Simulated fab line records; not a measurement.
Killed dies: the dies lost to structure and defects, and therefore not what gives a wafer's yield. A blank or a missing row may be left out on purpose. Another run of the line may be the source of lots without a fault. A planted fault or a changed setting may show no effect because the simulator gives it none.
2 desks looking at one fault || flow n5_finfet || only its own numbers are on each desk; what lay behind them is given at the end

AT THE METROLOGY DESK
What the gauges read for every lot (on any tool): the sampled wafers with a number, averaged. If a lot's mean is further than 4 standard deviations from the usual mean, the lot is out of limits and carries the mark OUT (the distance appears in the brackets). It has 24 readings; the 7 that lie furthest out on some lot are the ones shown.
Columns: A = etest_temp_c at N5_BEOL_M15_RC_MEAS_101, usual 24.98 C; B = COMB_M11 at N5_BEOL_M15_RC_MEAS_101, usual 1.6e-11 S/m; C = COMB_M14 at N5_BEOL_M15_RC_MEAS_101, usual 4e-12 S/m; D = COMB_M6 at N5_BEOL_M15_RC_MEAS_101, usual 2.5e-11 S/m; E = COMB_M8 at N5_BEOL_M15_RC_MEAS_101, usual 2.6e-11 S/m; F = SERP_M10 at N5_BEOL_M15_RC_MEAS_101, usual 3.05 ohm/um; G = SERP_M6 at N5_BEOL_M15_RC_MEAS_101, usual 13.8 ohm/um
{"lot": "L192", "first seen here": "day 11 08:41", "A": 24.93, "B": 1.4e-11, "C": 2e-12, "D": 2.3e-11, "E": 2.8e-11, "F": 3.12, "G": 14.2}
{"lot": "L194", "first seen here": "day 11 14:08", "A": 24.88, "B": 1.7e-11, "C": 5e-12, "D": 3.0e-11, "E": 1.9e-11, "F": 3.04, "G": 13.9}
{"lot": "L193", "first seen here": "day 11 22:38", "A": 24.97, "B": 1.2e-11, "C": 3e-12, "D": 2.7e-11, "E": 2.5e-11, "F": 3.03, "G": 14.8}
{"lot": "L201", "first seen here": "day 14 02:53", "A": 24.86, "B": 1.6e-11, "C": 6e-12, "D": 3.0e-11, "E": 2.8e-11, "F": 2.99, "G": 13.8}
{"lot": "L203", "first seen here": "day 14 18:24", "A": 25.04, "B": 1.6e-11, "C": 3e-12, "D": 2.5e-11, "E": 2.5e-11, "F": 2.89, "G": 13.8}
{"lot": "L204", "first seen here": "day 15 11:25", "A": 24.93, "B": 2.3e-11, "C": 3e-12, "D": 1.6e-11, "E": 2.2e-11, "F": 3.01, "G": 13.6}
{"lot": "L206", "first seen here": "day 15 18:24", "A": 24.97, "B": 1.6e-11, "C": 3e-12, "D": 2.9e-11, "E": 2.2e-11, "F": 3.00, "G": 12.8}
{"lot": "L212", "first seen here": "day 17 07:08", "A": 24.91, "B": 1.4e-11, "C": 3e-12, "D": 2.8e-11, "E": 2.1e-11, "F": 2.96, "G": 13.2}
{"lot": "L213", "first seen here": "day 17 09:16", "A": 25.05, "B": 1.4e-11, "C": 3e-12, "D": 2.1e-11, "E": 3.3e-11, "F": 2.95, "G": 13.2}
{"lot": "L214", "first seen here": "day 17 15:14", "A": 25.03, "B": 1.5e-11, "C": 3e-12, "D": 2.4e-11, "E": 2.9e-11, "F": 2.98, "G": 13.2}
Result from this desk: across the 10 lots, nothing is out of limits.

FOR THE TOOL OWNER'S DESK: pvd_sputter-01
The tool's own readings at N5_MOL_CONTACT_COAG_SPUTTER_130 (material Co, target thk 47.5 nm): means of the sampled wafers that have a number, for each lot that ran on this tool. If a lot's mean is further than 4 standard deviations from the usual mean, the lot is out of limits and carries the mark OUT (the distance appears in the brackets).
Columns: A = susceptor_temp_C at N5_MOL_CONTACT_COAG_SPUTTER_130, usual 24.99 C; B = throttle_valve_pct at N5_MOL_CONTACT_COAG_SPUTTER_130, usual 30.1 %
{"lot": "L193", "first seen here": "day 5 01:42", "A": 25.00, "B": 30.1}
{"lot": "L201", "first seen here": "day 7 04:31", "A": 24.92, "B": 30.5}
{"lot": "L203", "first seen here": "day 7 23:25", "A": 25.00, "B": 30.4}
Result from this desk: across the 3 lots, nothing is out of limits.

TAKEN TOGETHER
Nothing out of limits was seen by the metrology desk.
Nothing out of limits was seen by the tool owner's desk.

WHAT THE SIMULATOR HAD PUT IN
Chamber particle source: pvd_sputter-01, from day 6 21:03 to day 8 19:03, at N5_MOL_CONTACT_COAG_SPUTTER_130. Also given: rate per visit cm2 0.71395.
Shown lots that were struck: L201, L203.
